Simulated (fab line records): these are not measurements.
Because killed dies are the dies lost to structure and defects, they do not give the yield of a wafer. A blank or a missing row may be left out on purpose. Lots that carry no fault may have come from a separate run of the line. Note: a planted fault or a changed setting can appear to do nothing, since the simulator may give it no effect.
Chamber matching + flow nand_harc + 4 sister chambers for NHARC_P_ZERO_WELL_DESCUM_54 on rie_diel-02
The step chemistry O2, time 3 s. 14 wafers are shown with their chamber, then 7 later ones without.

## WAFERS PAIRED WITH THEIR CHAMBERS
| wafer  | chamber | drypump_motor_current_A (A) | showerhead_plenum_p_Torr (Torr) | oes_product_au (a.u.) |
|--------|---------|-----------------------------|---------------------------------|-----------------------|
| L078.2 | 1       | 6.1                         | 1.84                            | 1.019                 |
| L078.4 | 0       | 5.5                         | 1.81                            | 0.988                 |
| L078.5 | 2       | 4.7                         | 1.91                            | 1.004                 |
| L081.4 | 1       | 6.0                         | 1.84                            | 1.010                 |
| L081.5 | 2       | 4.8                         | 1.90                            | 0.993                 |
| L081.6 | 1       | 6.0                         | 1.84                            | 1.010                 |
| L083.1 | 1       | 6.0                         | 1.83                            | 1.011                 |
| L083.2 | 2       | 4.8                         | 1.90                            | 0.993                 |
| L083.6 | 2       | 4.7                         | 1.90                            | 0.999                 |
| L086.1 | 0       | 5.6                         | 1.80                            | 0.991                 |
| L086.2 | 3       | 6.1                         | 1.85                            | 0.996                 |
| L086.5 | 0       | 5.5                         | 1.80                            | 0.999                 |
| L087.1 | 2       | 4.8                         | 1.90                            | 1.004                 |
| L087.2 | 3       | 6.0                         | 1.85                            | 1.014                 |

SIGNATURES, as means of the wafers listed above
| reading                  | chamber 0 | chamber 1 | chamber 2 | chamber 3 | scatter within a chamber |
|--------------------------|-----------|-----------|-----------|-----------|--------------------------|
| drypump_motor_current_A  | 5.533     | 6.025     | 4.760     | 6.050     | 0.0558                   |
| showerhead_plenum_p_Torr | 1.8033    | 1.8375    | 1.9020    | 1.8500    | 0.00471                  |
| oes_product_au           | 0.99267   | 1.01250   | 0.99860   | 1.00500   | 0.00636                  |
Rule: a wafer lies at a distance from a chamber equal to the root of the sum of squares, over the readings, of (its reading less the chamber's mean, divided by the reading's scatter). If the next closest chamber is less than 2 further off than the closest, the wafer can't be placed; otherwise it belongs to the closest. The scatter is the square root of a quotient: the sum, over the shown wafers, of each reading's squared deviation from its chamber's mean, divided by wafers minus chambers.

## WAFERS WITHOUT THEIR CHAMBER
| wafer  | drypump_motor_current_A (A) | showerhead_plenum_p_Torr (Torr) | oes_product_au (a.u.) |
|--------|-----------------------------|---------------------------------|-----------------------|
| L087.3 | 6.0                         | 1.83                            | 1.013                 |
| L089.1 | 5.6                         | 1.80                            | 0.986                 |
| L089.2 | 6.0                         | 1.84                            | 1.001                 |
| L089.3 | 6.0                         | 1.83                            | 1.003                 |
| L097.1 | 6.0                         | 1.82                            | 1.017                 |
| L097.5 | 6.0                         | 1.82                            | 1.013                 |
| L097.6 | 5.6                         | 1.79                            | 1.004                 |

## WHICH CHAMBER EACH WENT THROUGH
| wafer  | from the rows above     | in truth |
|--------|-------------------------|----------|
| L087.3 | 1                       | 1        |
| L089.1 | 0                       | 0        |
| L089.2 | can't be placed: 1 or 3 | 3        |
| L089.3 | 1                       | 1        |
| L097.1 | 1                       | 1        |
| L097.5 | 1                       | 1        |
| L097.6 | 0                       | 0        |
Placed correctly: 6 of 7. Can't be placed from these rows: 1 (the true chamber is among the candidates in 1). Placed wrongly: 0.
